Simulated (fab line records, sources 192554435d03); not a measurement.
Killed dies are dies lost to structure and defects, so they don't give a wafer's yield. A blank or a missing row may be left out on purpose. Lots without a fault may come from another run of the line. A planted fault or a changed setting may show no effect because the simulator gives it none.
A struck lot beside a sound one | flow n5_finfet | 38 steps out of a route of 1938
Sound: wafers L853.1, L853.5, L853.6. Struck: wafers L851.1, L851.6. (L851.5 of the same lot was not struck and is left out.) The cause comes at the end.
At each step with rows: each side's tool, then ch and its chambers, then its first start. Under that, the readings that differ: sound wafers | struck wafers | difference of the means | sigmas: that difference in standard deviations of wafers without a fault.
alike: readings whose means differ by less than 2 such deviations, and words and numbers that are the same on both sides. not compared: withheld readings, readings that some wafer has no value for, bounds like >300 that may hide the same value, and numbers for which the record gives no deviation and whose values overlap.
The two part at a step that has a row with sigmas, a row that says differs or no value, or rows on one side only. Numbers that don't overlap but have no deviation are shown without sigmas and don't part them. A reading that every wafer of one side lacks parts them only if that side has two wafers or more.

first, 9 steps without rows for these wafers: N5_SDB_ALD_29 (deposits SiNx, target thk 30 nm, pulse time 1 s, ald cycles 600); N5_SDB_CMP_30 (polishes, stops on poly-Si, t overpolish 1.54 s, target thk 30 nm); N5_DUMMY_REMOVAL_HM_STRIP_01 (strips SiNx in CH3F/O2, stops on poly-Si, target depth 4 nm, time 6.8 s); N5_DUMMY_REMOVAL_STRIP_10 (strips in N2/H2, time 40 s); N5_DUMMY_REMOVAL_PRECLEAN_07 (cleans in dHF, time 30 s); N5_DUMMY_REMOVAL_DUMMY_REMOVE_02 (chemistry TMAH, target poly-Si, stops on SiO2, target depth 142 nm, time 57 s, rinse time 30 s); N5_DUMMY_REMOVAL_PRECLEAN_08 (cleans in NF3:NH3, afs cycles 2, time 20 s, sublimation time 60 s); N5_DUMMY_REMOVAL_PRECLEAN_04 (cleans in DHF, time 37 s); N5_DUMMY_REMOVAL_SRD_05 (time 30 s).
N5_HKMG_FIN_IL_REGROW_00: material SiO2, chemistry O3, target thk 0.75 nm, time 30 s.
  sound on ald_hk-01 ch 0,1,3, day 9 22:29; struck on ald_hk-03 ch 0,3, day 9 10:23
then, 26 steps without rows for these wafers: N5_HKMG_FIN_HK_ALD_01 (deposits HfO2, target thk 1.6 nm, pulse time 3 s, purge time 3 s); N5_HKMG_FIN_HK_ANNEAL_02 (time 30 s); N5_HKMG_FIN_ALD_74 (deposits La2O3, target thk 0.5 nm, pulse time 6 s, co reactant pulse time 1 s); N5_HKMG_FIN_ALD_75 (deposits Al2O3, target thk 1 nm, co reactant pulse time 1 s); N5_HKMG_FIN_COAT_41 (time 60 s, resist thk 300 nm); N5_HKMG_FIN_COAT_42 (time 60 s, resist thk 35 nm); N5_HKMG_FIN_COAT_43 (resist thk 90 nm); N5_HKMG_FIN_EBR_45; N5_HKMG_FIN_SOFTBAKE_44 (time 60 s); N5_HKMG_FIN_EXPOSE_46 (exposes mask NDIPOLE); N5_HKMG_FIN_PEB_47 (peb time 60 s); N5_HKMG_FIN_DEVELOP_48 (develop time 30 s); N5_HKMG_FIN_DESCUM_53 (chemistry O2, time 7.9 s); N5_HKMG_FIN_ETCH_54 (etches SiARC in CF4, target depth 45.5 nm, time 75.8 s); N5_HKMG_FIN_ETCH_55 (etches SOC in N2/H2, target depth 240 nm, time 300 s); N5_HKMG_FIN_STRIP_56 (strips in N2/H2); N5_HKMG_FIN_STRIP_57 (strips in CF4); N5_HKMG_FIN_ETCH_58 (etches SOC in N2/H2, target depth 215.8 nm, time 741 s); N5_HKMG_FIN_STRIP_93 (strips SOC in N2/H2, time 20 s); N5_HKMG_FIN_WET_ETCH_76 (etches Al2O3 in dNH4OH, stops on La2O3, target depth 2.25 nm, rinse time 30 s); N5_HKMG_FIN_STRIP_60 (strips in N2/H2, time 360 s); N5_HKMG_FIN_WET_ETCH_77 (etches La2O3 in dHCl, stops on HfO2, target depth 2 nm); N5_HKMG_FIN_WET_ETCH_78 (etches Al2O3 in dNH4OH, stops on La2O3, target depth 4.5 nm, rinse time 30 s); N5_HKMG_FIN_ALD_79 (deposits TiN, target thk 1.5 nm, pulse time 1 s, purge time 3 s); N5_HKMG_FIN_CVD_62 (deposits a-Si from Si2H6, target thk 3 nm, time 20.8 s); N5_HKMG_FIN_RTA_80 (time 2 s).
-- the record jumps here: 4 days lie between the struck wafers' starts before and after (it left off in module HKMG_FIN and takes up again in module BEOL_M4, whose first step shown is number 1111 of the route) --
N5_BEOL_M4_RC_MEAS_101:
  sound on prober-02 ch 0, day 13 23:29; struck on prober-01 ch 0, day 13 16:14
  reading         | sound                | struck        | difference | sigmas
  EOT_N           | 10.58 10.57 10.55    | 10.15 9.97    | -0.51      | -5
  EOT_P           | 10.44 10.51 10.50    | 10.09 9.96    | -0.46      | -6
  IGATE_N (nA/um) | 0.0127 0.0112 0.0111 | 0.0241 0.0280 | +0.0144    | +8
  IGATE_P (nA/um) | 0.0039 0.0035 0.0034 | 0.0072 0.0085 | +0.0042    | +9
  alike: DIBL_N, DIBL_P, IOFF_N, IOFF_P, ION_N, ION_P, SS_N, SS_P, VT_N, VT_P
-- the record jumps here: 5 days lie between the struck wafers' starts before and after (it left off in module BEOL_M4 and takes up again in module PASSIVATION, whose first step shown is number 1936 of the route) --
N5_PASSIVATION_PROBE_49:
  the record has rows for the struck wafers here (prober-02, day 18 09:47) and none for the sound ones

WHERE THEY PART
First at N5_BEOL_M4_RC_MEAS_101; last, within this record, at N5_PASSIVATION_PROBE_49.

WHY: what the simulator had put in
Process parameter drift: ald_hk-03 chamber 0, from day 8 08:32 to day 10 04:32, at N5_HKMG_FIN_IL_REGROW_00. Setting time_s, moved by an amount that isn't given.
